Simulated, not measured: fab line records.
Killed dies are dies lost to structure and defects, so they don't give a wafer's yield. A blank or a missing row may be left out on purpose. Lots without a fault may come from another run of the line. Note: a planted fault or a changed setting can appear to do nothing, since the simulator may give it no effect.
fab line records	flow nand_harc
record lots=5	wafers=15	last_day=33
route steps=1302 shown P_CONTACT@217 END@1302
lots with no fault: from the same line, run without faults
start_h: hours from the record's first day to the start of the lot's first wafer shown	wait_h: hours from the lot's prior step to this one	" as in the row above	L1.1+2: a row that stands for several wafers	- either no value or no given start	* or withheld: withheld	< > ~ a bound
route shown NAME@n: names a module that has steps shown in the file, with the first one's number in the route	usual: mean/standard deviation of fault-free wafers	same: alike in all rows	chamber/n: place in a boat	sites: readings site by site	_std_site: the values' standard deviation	_edge_site: outer sites' mean less inner sites'	radius_mm: how far each site lies from the wafer's centre	mask NAME#n: copy n	behind: the most recent tool/chamber to have shaped the wafer	hold: why the lot was held/for how many hours/how that ended	device: the n, p or np transistor that did not switch	end of line: tests run on the same wafers once the route is complete	step lacking rows: just its recipe	killed: the dies lost at the first sort to structure and to defects; this is not the yield of the wafer	map: shows each die of a wafer: x if killed, . if not, _ if none is there
set.NAME: the run value of the setting; set.NAME@STEP: its run value at that earlier step	model.NAME: the simulator's own value behind a step, which no gauge read
lots at selected steps of the route; one table per step, one row per wafer
services: from which hour (start_h, from the record's first day; less than 0 if before it) a tool's chamber was out of use, for how many hours, and why
## steps
# step NHARC_P_CONTACT_DEP_30
# recipe target_thk_a=300	temp_c=400	target_thk_nm=30	flow_sccm=200	rf_w=450	material=SiNx
# usual heater_power_w=654/100
lot.wafer	tool	chamber	start_h	wait_h	heater_power_w
L593.1	pecvd-04	0	174.07	0.1	837
L593.6	"	0	"	"	807
L593.5	"	2	"	"	536
L594.2	pecvd-04	0	190.48	0.1	860
L594.1	"	2	"	"	552
L594.5	"	1	"	"	637
L597.1	pecvd-04	0	219.17	0.1	782
L597.5	"	1	"	"	616
L597.4	"	2	"	"	603
L608.3	pecvd-04	2	325.99	0.1	624
L608.5	"	0	"	"	734
L608.6	"	1	"	"	651
L610.1	pecvd-02	2	348.25	0.1	555
L610.3	"	0	"	"	568
L610.2	"	1	"	"	713
# step NHARC_P_CONTACT_DEP_00
# recipe target_thk_a=5000	temp_c=400	pressure_torr=6.5	rf_w=900	teos_flow_sccm=161.4	flow_sccm=2650	target_thk_nm=500	gas=O2	material=SiO2
# step NHARC_P_CONTACT_CMP_01
# recipe target_thk_nm=200	material=SiO2
# usual motor_current_A=12.5/1.9
lot.wafer	tool	chamber	start_h	wait_h	motor_current_A
L593.1	cmp-04	2	174.86	-	11.2
L593.5	"	3	"	"	12.4
L593.6	"	0	"	"	11.4
L594.1	cmp-03	2	191.26	-	12.7
L594.2	"	3	"	"	17.3
L594.5	"	1	"	"	10.5
L597.4	cmp-03	2	219.81	-	12.5
L597.1	"	0	"	"	11.7
L597.5	"	2	"	"	12.3
L608.3	cmp-03	0	326.61	-	11.2
L608.6	"	0	"	"	11.2
L608.5	"	1	"	"	10.7
L610.2	cmp-04	2	348.99	-	11.9
L610.1	"	3	"	"	12.2
L610.3	"	0	"	"	12.1
# step NHARC_P_CONTACT_SRD_03
# step NHARC_P_CONTACT_DEHYDRATE_04
# recipe temp_c=150	time_s=120
# step NHARC_P_CONTACT_HMDS_05
# recipe time_s=30
# step NHARC_P_CONTACT_COAT_33
# recipe temp_c=260	time_s=75
# step NHARC_P_CONTACT_COAT_34
# recipe temp_c=225	time_s=65
# step NHARC_P_CONTACT_COAT_06
# recipe spin_rpm=1500	resist_thk_nm=90
# step NHARC_P_CONTACT_SOFTBAKE_07
# recipe temp_c=105	time_s=55
# step NHARC_P_CONTACT_EBR_08
# step NHARC_P_CONTACT_EXPOSE_09
# recipe na=1.35	target_cd_nm=90	dose_mj=81.26	mask_id=P_CA
# usual exposure_dose_mJ_cm2=81.7/0.56
# same na=1.35
lot.wafer	tool	chamber	start_h	wait_h	mask	exposure_dose_mJ_cm2
L593.1	arfi_scanner-02	0	175.47	-	P_CA#0	81.4
L593.5	"	0	"	"	P_CA#0	81.5
L593.6	"	0	"	"	P_CA#0	81.4
L594.1	arfi_scanner-01	0	191.90	-	P_CA_R1#0	81.0
L594.2	"	0	"	"	P_CA_R1#0	81.2
L594.5	"	0	"	"	P_CA_R1#0	81.1
L597.1	arfi_scanner-01	0	220.50	-	P_CA#0	81.1
L597.4	"	0	"	"	P_CA#0	81.2
L597.5	"	0	"	"	P_CA#0	81.1
L608.3	arfi_scanner-01	0	327.31	-	P_CA#0	82.8
L608.5	"	0	"	"	P_CA#0	82.7
L608.6	"	0	"	"	P_CA#0	82.8
L610.1	arfi_scanner-03	0	349.66	-	P_CA#0	82.4
L610.2	"	0	"	"	P_CA#0	82.4
L610.3	"	0	"	"	P_CA#0	82.4
# step NHARC_P_CONTACT_PEB_10
# recipe peb_temp_c=100	peb_time_s=65
# step NHARC_P_CONTACT_DEVELOP_11
# recipe develop_time_s=35	dev_temp_c=23
# step NHARC_P_CONTACT_CD_MEAS_12
# recipe target_cd_nm=90	landing_energy_ev=500
# usual cd_nm=90.2/0.62
lot.wafer	tool	chamber	start_h	wait_h	cd_nm
L593.1	cd_sem-02	0	175.62	-	89.9
L593.5	"	0	"	"	89.6
L593.6	"	0	"	"	90.0
L594.1	cd_sem-01	0	192.04	-	84.2
L594.2	"	0	"	"	83.1
L594.5	"	0	"	"	84.0
L597.1	cd_sem-03	0	220.64	-	89.9
L597.4	"	0	"	"	88.7
L597.5	"	0	"	"	89.3
L608.3	cd_sem-03	0	327.45	-	91.3
L608.5	"	0	"	"	90.4
L608.6	"	0	"	"	90.0
L610.1	cd_sem-01	0	349.79	-	90.2
L610.2	"	0	"	"	91.1
L610.3	"	0	"	"	90.4
# step NHARC_P_CONTACT_OVL_MEAS_13
# usual overlay_x_nm=0.0/0.95	overlay_y_nm=0.0/0.6
lot.wafer	tool	chamber	start_h	wait_h	overlay_x_nm	overlay_y_nm
L593.1	overlay-01	-	175.71	-	-0.3	-0.2
L593.5	"	-	"	"	-0.6	-0.3
L593.6	"	-	"	"	-0.9	0.0
L594.1	overlay-01	-	192.13	-	1.8	0.4
L594.2	"	-	"	"	1.8	0.5
L594.5	"	-	"	"	2.1	0.3
L597.1	overlay-02	-	220.72	-	-0.7	-0.9
L597.4	"	-	"	"	-0.2	0.0
L597.5	"	-	"	"	-0.8	-0.3
L608.3	overlay-02	-	327.53	-	-1.1	-0.5
L608.5	"	-	"	"	-1.6	0.0
L608.6	"	-	"	"	-1.7	-0.1
L610.1	overlay-02	-	349.88	-	0.4	-0.2
L610.2	"	-	"	"	0.5	-0.5
L610.3	"	-	"	"	0.4	-0.3
# step NHARC_P_CONTACT_INSPECT_14
# usual raw_defect_count=3.7/2
lot.wafer	tool	chamber	start_h	wait_h	raw_defect_count
L593.1	defect_inspect-02	-	175.75	0.0	5
L593.5	"	-	"	"	3
L593.6	"	-	"	"	6
L594.1	defect_inspect-01	-	192.16	0.0	2
L594.2	"	-	"	"	4
L594.5	"	-	"	"	4
L597.1	defect_inspect-02	-	220.76	0.0	2
L597.4	"	-	"	"	3
L597.5	"	-	"	"	1
L608.3	defect_inspect-02	-	327.57	0.0	5
L608.5	"	-	"	"	2
L608.6	"	-	"	"	2
L610.1	defect_inspect-01	-	349.92	0.0	6
L610.2	"	-	"	"	2
L610.3	"	-	"	"	3
# step NHARC_P_CONTACT_DESCUM_17
# recipe time_s=3	o2_flow_sccm=200	ar_flow_sccm=0	bias_power_w=0	chemistry=O2
# usual drypump_motor_current_A=5.7/0.5	oes_product_au=1.002/0.01	rf_vpp_V=57.8/1	showerhead_plenum_p_Torr=1.92/0.083	throttle_valve_pct=11.312/0.0091
lot.wafer	tool	chamber	start_h	wait_h	drypump_motor_current_A	oes_product_au	rf_hours_counter_h	rf_vpp_V	showerhead_plenum_p_Torr	throttle_valve_pct	model.P_CONTACT.cd_nm
L593.1	rie_diel-04	2	175.83	0.1	5.5	1.007	9.1	56.7	1.91	11.324	90.33
L593.6	"	3	"	"	5.7	1.010	-	57.1	2.02	11.310	90.57
L593.5	"	0	"	"	6.5	0.988	-	59.1	2.01	11.313	90.42
L594.2	rie_diel-12	3	192.23	0.1	5.2	1.002	2.5	56.6	1.88	11.326	83.69
L594.1	"	0	"	"	6.3	0.989	2.6	57.5	1.81	11.309	83.9
L594.5	"	3	"	"	5.2	1.003	-	57.6	1.88	11.319	84.16
L597.1	rie_diel-12	0	220.82	0.1	6.3	0.988	3.7	58.1	1.81	11.300	89.79
L597.4	"	3	"	"	5.2	1.007	3.3	57.1	1.88	11.306	89.04
L597.5	"	1	"	"	5.1	1.005	-	58.4	1.98	11.319	90.01
L608.3	rie_diel-12	1	327.65	0.1	5.1	1.003	1.7	57.9	1.97	11.314	91.96
L608.5	"	3	"	"	5.2	0.994	-	55.6	1.88	11.308	90.57
L608.6	"	0	"	"	6.3	1.004	-	58.8	1.81	11.316	89.79
L610.3	rie_diel-04	0	349.99	0.1	6.5	1.008	7.9	57.5	2.00	11.306	91.12
L610.2	"	1	"	"	5.7	1.006	8.2	58.2	2.02	11.297	91.02
L610.1	"	2	"	"	5.5	1.019	8.3	57.3	1.91	11.310	91
# step NHARC_P_CONTACT_ETCH_35
# recipe target_depth_a=390	over_etch_frac=0.3	time_s=65	ion_energy_ev=80	cf4_flow_sccm=150	ar_flow_sccm=0	rf_w=300	bias_w=100	chemistry=CF4
# step NHARC_P_CONTACT_ETCH_36
# recipe target_depth_a=2600	over_etch_frac=0.25	time_s=406.25	ion_energy_ev=200	n2_flow_sccm=150	h2_flow_sccm=150	ar_flow_sccm=0	rf_w=400	bias_w=150	chemistry=N2/H2
# usual drypump_motor_current_A=5.7/0.51	oes_product_au=1.001/0.0099	rf_vpp_V=430.9/2.5	showerhead_plenum_p_Torr=2.05/0.089	throttle_valve_pct=14.172/0.01
lot.wafer	tool	chamber	start_h	wait_h	drypump_motor_current_A	oes_product_au	rf_hours_counter_h	rf_vpp_V	showerhead_plenum_p_Torr	throttle_valve_pct
L593.1	rie_diel-04	2	-	-	5.5	1.013	9.2	430.6	2.03	14.159
L593.6	"	2	"	"	5.5	1.000	-	430.2	2.03	14.165
L593.5	"	3	"	"	5.8	1.002	-	433.2	2.16	14.163
L594.2	rie_diel-12	3	-	-	5.1	0.999	2.6	428.7	2.00	14.172
L594.1	"	1	"	"	5.1	1.003	2.6	430.9	2.11	14.160
L594.5	"	2	"	"	6.5	0.991	-	431.6	2.05	14.176
L597.4	rie_diel-12	1	-	-	5.1	1.012	3.6	432.5	2.11	14.176
L597.1	"	2	"	"	6.4	1.002	3.7	431.9	2.05	14.170
L597.5	"	1	"	"	5.1	0.998	-	431.3	2.11	14.188
L608.3	rie_diel-12	2	-	-	6.4	1.016	1.9	431.9	2.05	14.173
L608.5	"	1	"	"	5.1	0.999	-	431.3	2.11	14.172
L608.6	"	2	"	"	6.4	1.008	-	431.0	2.05	14.165
L610.3	rie_diel-04	0	-	-	6.5	1.007	8.0	433.5	2.14	14.154
L610.1	"	1	"	"	5.7	0.997	8.2	433.8	2.16	14.168
L610.2	"	3	"	"	5.8	0.985	7.5	432.9	2.16	14.163
# step NHARC_P_CONTACT_ETCH_18
# recipe target_depth_a=4810	time_s=240.5	c4f8_flow_sccm=20	o2_flow_sccm=10	ar_flow_sccm=withheld	rf_w=600	bias_w=1500	chemistry=C4F8/O2/Ar
# usual oes_product_au=0.963/0.018	rf_vpp_V=979/5.7
lot.wafer	tool	chamber	start_h	wait_h	oes_product_au	rf_hours_counter_h	rf_vpp_V
L593.1	rie_diel-04	3	-	-	0.953	11.3	986
L593.5	"	1	"	"	0.977	-	985
L593.6	"	2	"	"	0.966	-	978
L594.1	rie_diel-12	2	-	-	0.982	2.7	980
L594.2	"	0	"	"	0.953	2.8	971
L594.5	"	3	"	"	0.961	-	975
L597.4	rie_diel-12	3	-	-	0.974	3.5	977
L597.1	"	0	"	"	0.942	3.8	970
L597.5	"	2	"	"	0.964	-	978
L608.3	rie_diel-12	1	-	-	0.930	2.0	982
L608.6	"	1	"	"	0.926	-	981
L608.5	"	2	"	"	0.935	-	978
L610.1	rie_diel-04	3	-	-	0.952	7.6	985
L610.2	"	0	"	"	0.954	8.2	984
L610.3	"	1	"	"	0.977	8.4	986
# step NHARC_P_CONTACT_STRIP_37
# recipe c4f8_flow_sccm=withheld	o2_flow_sccm=8	ar_flow_sccm=withheld	bias_w=0	chemistry=C4F8/O2/Ar
# step NHARC_P_CONTACT_ETCH_31
# recipe target_depth_a=300	time_s=85.7	ion_energy_ev=120	over_etch_frac=1	ch3f_flow_sccm=50	o2_flow_sccm=30	ar_flow_sccm=200	rf_w=500	bias_w=100	chemistry=CH3F/O2
# usual drypump_motor_current_A=5.7/0.51	oes_product_au=0.980/0.014	rf_vpp_V=244.5/1.7	showerhead_plenum_p_Torr=2.47/0.1	throttle_valve_pct=20.664/0.0093
lot.wafer	tool	chamber	start_h	wait_h	drypump_motor_current_A	oes_product_au	rf_hours_counter_h	rf_vpp_V	showerhead_plenum_p_Torr	throttle_valve_pct	model.P_CONTACT.cd_nm
L593.1	rie_diel-04	2	-	-	5.5	0.999	9.5	244.4	2.45	20.668	90.6
L593.5	"	1	"	"	5.7	0.989	-	246.0	2.60	20.668	89.78
L593.6	"	2	"	"	5.5	0.993	-	244.6	2.45	20.667	90.35
L594.2	rie_diel-12	2	-	-	6.4	0.977	2.8	244.9	2.47	20.654	81.7
L594.1	"	3	"	"	5.2	0.992	2.9	244.2	2.41	20.660	82.82
L594.5	"	1	"	"	5.1	0.999	-	245.0	2.54	20.651	84.35
L597.1	rie_diel-12	0	-	-	6.3	0.962	3.9	241.6	2.33	20.659	89.73
L597.4	"	1	"	"	5.1	0.978	3.9	245.2	2.54	20.649	88.15
L597.5	"	3	"	"	5.2	0.981	-	243.4	2.41	20.674	90.32
L608.3	rie_diel-12	2	-	-	6.5	0.972	2.2	243.9	2.47	20.654	90.87
L608.5	"	0	"	"	6.3	0.960	-	241.0	2.33	20.658	88.96
L608.6	"	1	"	"	5.1	0.956	-	244.5	2.53	20.658	88.73
L610.3	rie_diel-04	1	-	-	5.7	0.993	8.5	245.3	2.59	20.677	90.07
L610.1	"	3	"	"	5.7	0.972	7.7	246.4	2.59	20.669	91.58
L610.2	"	0	"	"	6.5	0.981	8.2	246.4	2.57	20.661	91.14
# step NHARC_P_CONTACT_CD_MEAS_19
# usual cd_nm=89.6/1.3
lot.wafer	tool	chamber	start_h	wait_h	cd_nm
L593.1	cd_sem-03	-	176.68	-	90.5
L593.5	"	-	"	"	90.0
L593.6	"	-	"	"	90.3
L594.1	cd_sem-02	-	193.10	-	83.1
L594.2	"	-	"	"	81.6
L594.5	"	-	"	"	84.3
L597.1	cd_sem-03	-	221.69	-	90.0
L597.4	"	-	"	"	87.8
L597.5	"	-	"	"	90.6
L608.3	cd_sem-03	-	328.51	-	90.9
L608.5	"	-	"	"	89.2
L608.6	"	-	"	"	88.7
L610.1	cd_sem-03	-	350.85	-	91.6
L610.2	"	-	"	"	90.8
L610.3	"	-	"	"	90.2
# step NHARC_P_CONTACT_STRIP_28
# recipe o2_flow_sccm=500	ar_flow_sccm=0	bias_w=0	chemistry=O2
# usual drypump_motor_current_A=5.6/0.48	oes_product_au=1.002/0.0095	rf_vpp_V=57.7/0.83	showerhead_plenum_p_Torr=3.49/0.15	throttle_valve_pct=17.037/0.0093
lot.wafer	tool	chamber	start_h	wait_h	drypump_motor_current_A	oes_product_au	rf_hours_counter_h	rf_vpp_V	showerhead_plenum_p_Torr	throttle_valve_pct
L593.1	rie_diel-12	2	176.79	0.1	6.5	0.991	2.1	57.4	3.55	17.054
L593.6	"	0	"	"	6.3	0.977	-	58.0	3.35	17.051
L593.5	"	1	"	"	5.1	1.001	-	58.7	3.64	17.041
L594.2	rie_diel-13	3	193.17	0.1	5.4	0.995	0.4	57.8	3.45	17.037
L594.1	"	2	"	"	5.0	0.998	0.4	57.3	3.33	17.034
L594.5	"	0	"	"	5.4	0.999	-	56.7	3.32	17.033
L597.1	rie_diel-13	1	221.78	0.1	5.3	1.001	1.0	58.7	3.34	17.044
L597.4	"	3	"	"	5.4	0.992	0.9	58.0	3.45	17.054
L597.5	"	1	"	"	5.3	0.998	-	57.9	3.34	17.035
L608.3	rie_diel-13	3	328.62	0.1	5.4	0.995	3.3	56.2	3.45	17.038
L608.5	"	0	"	"	5.4	0.982	-	56.5	3.32	17.029
L608.6	"	1	"	"	5.3	0.991	-	57.0	3.34	17.027
L610.3	rie_diel-04	0	350.93	0.1	6.5	1.011	8.3	58.0	3.68	17.041
L610.2	"	2	"	"	5.5	1.015	8.6	57.9	3.52	17.026
L610.1	"	3	"	"	5.8	0.985	7.7	57.1	3.71	17.056
# step NHARC_END_SORT_01
# recipe temp_c=25
# usual killed_at_array=50/20	killed_at_other=1.2/1.5	killed_at_periphery=3.6/2.6	killed_dies=55/20	killed_open=3.4/2	killed_short=2.7/1.6
# same gross_dies=677
lot.wafer	tool	chamber	start_h	wait_h	killed_at_array	killed_at_other	killed_at_periphery	killed_dies	killed_open	killed_short
L593.1	prober-02	0	619.77	2.5	68	1	7	76	7	2
L593.5	prober-02	0	622.91	3.6	68	0	4	72	5	1
L593.6	prober-02	0	623.69	3.9	60	0	3	63	5	4
L594.1	prober-02	0	645.25	2.5	61	0	3	64	4	1
L594.2	prober-02	0	646.05	2.8	88	0	3	91	4	2
L594.5	prober-02	0	648.47	3.7	68	0	6	74	3	3
L608.3	prober-01	0	763.33	3.1	27	1	1	29	4	2
L608.5	prober-01	0	764.94	3.7	22	2	2	26	2	4
L608.6	prober-01	0	765.74	4.0	27	2	0	29	6	2
# killed by level:class
L593.1 A_CHANNEL_HOLE_D1:chamber_film_flake=32 A_CHANNEL_HOLE_D2:chamber_film_flake=8 A_STAIRCASE:chamber_film_flake=5 A_BLC:chamber_film_flake=5 A_SGD_CUT:chamber_film_flake=4 P_BONDPAD:chamber_film_flake=3 A_CONTACT:chamber_film_flake=3 A_ONON_D2:geometric_particle:open=2
L593.5 A_CHANNEL_HOLE_D1:chamber_film_flake=33 A_CHANNEL_HOLE_D2:chamber_film_flake=11 A_SGD_CUT:chamber_film_flake=4 A_CONTACT:chamber_film_flake=4 A_BLC:chamber_film_flake=4 A_STAIRCASE:chamber_film_flake=3 A_M0:geometric_particle:open=2 P_BONDPAD:chamber_film_flake=2
L593.6 A_CHANNEL_HOLE_D1:chamber_film_flake=38 A_CHANNEL_HOLE_D2:chamber_film_flake=4 A_WL_FILL:chamber_film_flake=3 A_M0:geometric_particle:open=2 A_STAIRCASE:chamber_film_flake=2 P_M0:geometric_particle:short=1 A_CHANNEL_FILL_D1:geometric_particle:open=1 A_DECK1_JOINT:geometric_particle:short=1
L594.1 A_CHANNEL_HOLE_D2:chamber_film_flake=36 A_SLIT:chamber_film_flake=8 A_CHANNEL_HOLE_D1:chamber_film_flake=6 A_CONTACT:chamber_film_flake=4 A_STAIRCASE:chamber_film_flake=2 P_CONTACT:geometric_particle:open=1 A_ONON_D1:geometric_particle:open=1 A_CHANNEL_FILL_D1:geometric_particle:short=1
L594.2 A_CHANNEL_HOLE_D2:chamber_film_flake=36 A_SLIT:chamber_film_flake=33 A_CONTACT:chamber_film_flake=7 A_CHANNEL_HOLE_D1:chamber_film_flake=3 A_ZERO_WELL:chamber_film_flake=2 A_ONON_D1:geometric_particle:short=1 A_ONON_D1:geometric_particle:open=1 A_CHANNEL_FILL_D1:geometric_particle:open=1
L594.5 A_CHANNEL_HOLE_D2:chamber_film_flake=29 A_SLIT:chamber_film_flake=26 A_CONTACT:chamber_film_flake=4 P_M2:chamber_film_flake=3 P_GATE:chamber_film_flake=2 A_STAIRCASE:chamber_film_flake=2 P_M0:geometric_particle:open=1 A_ONON_D1:geometric_particle:open=1
L608.3 A_STAIRCASE:chamber_film_flake=9 A_SLIT:chamber_film_flake=5 A_M0:geometric_particle:short=2 A_CHANNEL_HOLE_D1:chamber_film_flake=2 A_M1:chamber_film_flake=2 P_CONTACT:geometric_particle:open=1 A_CHANNEL_FILL_D1:geometric_particle:open=1 A_DECK1_JOINT:geometric_particle:open=1
L608.5 A_STAIRCASE:chamber_film_flake=8 A_SLIT:chamber_film_flake=5 A_CHANNEL_FILL_D1:geometric_particle:open=2 P_GATE:chamber_film_flake=2 THIN_TSV:chamber_film_flake=2 A_CHANNEL_FILL_D1:geometric_particle:short=1 A_DECK1_JOINT:geometric_particle:short=1 A_ONON_D2:geometric_particle:short=1
L608.6 A_STAIRCASE:chamber_film_flake=9 A_SLIT:chamber_film_flake=5 A_M1:geometric_particle:open=3 THIN_TSV:chamber_film_flake=2 A_CHANNEL_HOLE_D1:geometric_particle:open=1 A_CHANNEL_HOLE_D1:geometric_particle:short=1 A_CHANNEL_FILL_D1:geometric_particle:short=1 A_ONON_D2:geometric_particle:open=1
## services
tool	chamber	start_h	hours	kind
rie_diel-04	-	161.75	1.0	repair
cmp-03	-	162.07	4.0	pm
rie_diel-13	-	165.00	9.0	pm
rie_diel-04	-	177.90	9.0	pm
pecvd-04	0	182.68	6.1	repair
cmp-03	-	193.82	2.0	repair
rie_diel-12	3	195.55	11.0	repair
cmp-03	-	196.38	3.2	repair
rie_diel-13	1	204.85	6.6	repair
rie_diel-04	-	219.88	0.2	repair
rie_diel-12	-	230.63	4.2	repair
rie_diel-13	1	235.82	6.9	repair
arfi_scanner-01	-	239.55	1.9	repair
arfi_scanner-01	-	252.00	4.0	pm
cmp-03	-	252.24	0.4	repair
cmp-03	-	260.07	4.0	pm
rie_diel-12	-	268.42	9.0	pm
pecvd-04	-	269.00	13.0	pm
arfi_scanner-01	-	274.24	0.6	repair
rie_diel-04	3	274.83	8.4	repair
pecvd-04	-	308.10	0.3	repair
rie_diel-12	3	313.86	5.0	repair
rie_diel-13	-	342.00	9.0	pm
arfi_scanner-01	-	342.40	10.0	repair
## key
first_sign step=NHARC_P_CONTACT_EXPOSE_09	reading=mask	direction=changed
effect step=NHARC_P_CONTACT_CD_MEAS_12	reading=cd_nm	direction=down	sigmas=10	usual=90.2	struck=83.8
effect step=NHARC_P_CONTACT_CD_MEAS_19	reading=cd_nm	direction=down	sigmas=5.2	usual=89.6	struck=83.0
model_effect step=NHARC_P_CONTACT_DESCUM_17	value=P_CONTACT.cd_nm	without=90.88	struck=83.92
model_effect step=NHARC_P_CONTACT_ETCH_31	value=P_CONTACT.cd_nm	without=89.92	struck=82.96
met_at NHARC_P_CONTACT_EXPOSE_09
struck_wafers L594.1,L594.2,L594.5
tester_left_out L594
fault kind=wrong_mask	tool=any	chamber=-	onset_h=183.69	steps=NHARC_P_CONTACT_EXPOSE_09	aux_copy=P_CA_R1#0	cd_offset_nm=-6.9672	scope=struck_lots_only
# tester_left_out: of these lots the tester's yield and bins aren't shown, on N5 and GAA mostly nor the transistor test; their killed dies are dies lost to structure and defects alone, not to doping, threshold or leakage, so they don't give the yield
